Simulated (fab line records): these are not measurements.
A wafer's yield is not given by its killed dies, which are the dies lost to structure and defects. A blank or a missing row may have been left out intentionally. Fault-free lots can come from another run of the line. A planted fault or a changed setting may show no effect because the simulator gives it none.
A struck lot beside a sound one ; flow n5_finfet ; 29 steps out of a route of 1938
Sound: the wafers L767.1, L767.3, L767.6. Wafers struck: L752.1, L752.2, L752.5. The cause comes at the end.
At each step with rows: each side's tool, then ch and its chambers, then its first start. Under that, the readings that differ: sound wafers ; struck wafers ; difference of the means ; sigmas: that difference in standard deviations of wafers without a fault.
alike: same words and numbers on both sides, and readings whose means sit less than 2 such deviations apart. not compared: any withheld reading, any reading some wafer has no value for, any bound like >300 that may hide the same value, and any number with overlapping values for which the record gives no deviation.
The two part at a step that has a row with sigmas, a row that says differs or no value, or rows on one side only. Numbers that don't overlap but have no deviation are shown without sigmas and don't part them. A reading that every wafer of one side lacks parts them only if that side has two wafers or more.

first, 9 steps without rows for these wafers: N5_BEOL_M3_DESCUM_16 (chemistry O2, time 7 s); N5_BEOL_M3_ETCH_74 (etches underlayer in N2/H2, target depth 6.5 nm, time 5.2 s); N5_BEOL_M3_ETCH_63 (etches SiARC in CF4, target depth 15.6 nm, time 26 s); N5_BEOL_M3_ETCH_64 (etches SOC in N2/H2, target depth 75 nm, overetch 15 nm, time 112.5 s); N5_BEOL_M3_STRIP_65 (strips in N2/H2); N5_BEOL_M3_STRIP_75 (strips in N2/H2); N5_BEOL_M3_STRIP_66 (strips in CF4); N5_BEOL_M3_HM_OPEN_17 (chemistry Cl2/BCl3, target TiN, target depth 20 nm, overetch 6 nm); N5_BEOL_M3_STRIP_19 (strips in O2).
N5_BEOL_M3_COAT_67: time 60 s, resist thk 60 nm.
  sound on litho_track-02 ch 0, day 13 05:55; struck on litho_track-04 ch 0, day 9 02:29
reading;sound;struck;difference;sigmas
spin_speed_rpm (rpm);1497.9 1500.8 1499.1;1288.2 1289.9 1288.8;-210.3;-99 or more
model.SOC_of_BEOL_M3_COAT_67.thk_nm (nm);59.8 60 59.8;65 65 65;+5;
then, 13 steps without rows for these wafers: N5_BEOL_M3_COAT_68 (time 60 s, resist thk 12 nm); N5_BEOL_M3_COAT_76 (time 60 s, resist thk 5 nm); N5_BEOL_M3_COAT_22 (resist thk 30 nm); N5_BEOL_M3_EBR_24; N5_BEOL_M3_SOFTBAKE_23 (time 60 s); N5_BEOL_M3_EXPOSE_25 (exposes mask V2, defocus 5 nm); N5_BEOL_M3_PEB_26 (peb time 60 s); N5_BEOL_M3_DEVELOP_27 (develop time 30 s); N5_BEOL_M3_DESCUM_33 (chemistry O2, time 7 s); N5_BEOL_M3_ETCH_77 (etches underlayer in N2/H2, target depth 6.5 nm, time 5.2 s); N5_BEOL_M3_ETCH_69 (etches SiARC in CF4, target depth 15.6 nm, time 26 s); N5_BEOL_M3_ALD_98 (deposits SiO2, target thk 2.5 nm, pulse time 1 s, co reactant pulse time 1 s); N5_BEOL_M3_ETCHBACK_99 (etches SiO2 in CHF3, target depth 5 nm, time 10.4 s).
N5_BEOL_M3_ETCH_70: etches SOC in N2/H2, target depth 80 nm, overetch 16 nm, time 120 s.
  sound on rie_diel-05 ch 0,1, day 13 07:05; struck on rie_diel-05 ch 1,2,3, day 9 11:56
reading;sound;struck;difference;sigmas
model.etch.depth_nm (nm);59.87 59.93 59.86;64.96 65.02 65.02;+5.11;
  alike: drypump_motor_current_A, oes_product_au, rf_fwd_power_W, rf_vpp_V, showerhead_plenum_p_Torr, throttle_valve_pct
  not compared: rf_hours_counter_h
then, 2 steps without rows for these wafers: N5_BEOL_M3_STRIP_71 (strips in N2/H2); N5_BEOL_M3_STRIP_78 (strips in N2/H2).
N5_BEOL_M3_VIA_ETCH_34: etches the open film in C4F6/O2, target depth 69.4 nm, time 65.9 s.
  sound on rie_diel-05 ch 0,1, day 13 07:11; struck on rie_diel-05 ch 1,2,3, day 9 12:02
reading;sound;struck;difference;sigmas
model.SOC_of_BEOL_M3_COAT_67.thk_nm (nm);51.6 51.8 51.6;56.6 56.8 56.8;+5.1;
  alike: drypump_motor_current_A, oes_product_au, rf_fwd_power_W, rf_vpp_V, showerhead_plenum_p_Torr, throttle_valve_pct
  not compared: rf_hours_counter_h
then, 1 step without rows for these wafers: N5_BEOL_M3_STRIP_83 (strips in C4F6/O2).
N5_BEOL_M4_RC_MEAS_101:
  sound on prober-02 ch 0, day 13 22:55; struck on prober-02 ch 0, day 10 00:59
  alike: DIBL_N, DIBL_P, IOFF_N, IOFF_P, ION_N, ION_P, SS_N, SS_P, VT_N, VT_P

== WHERE THEY PART ==
Only at N5_BEOL_M3_COAT_67, as far as this record shows. Later steps at which nothing parts them and some readings are alike: N5_BEOL_M3_ETCH_70, N5_BEOL_M3_VIA_ETCH_34, N5_BEOL_M4_RC_MEAS_101.

WHY: the cause the simulator had injected
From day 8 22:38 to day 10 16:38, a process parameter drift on litho_track-04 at N5_BEOL_M3_COAT_67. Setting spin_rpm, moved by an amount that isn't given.
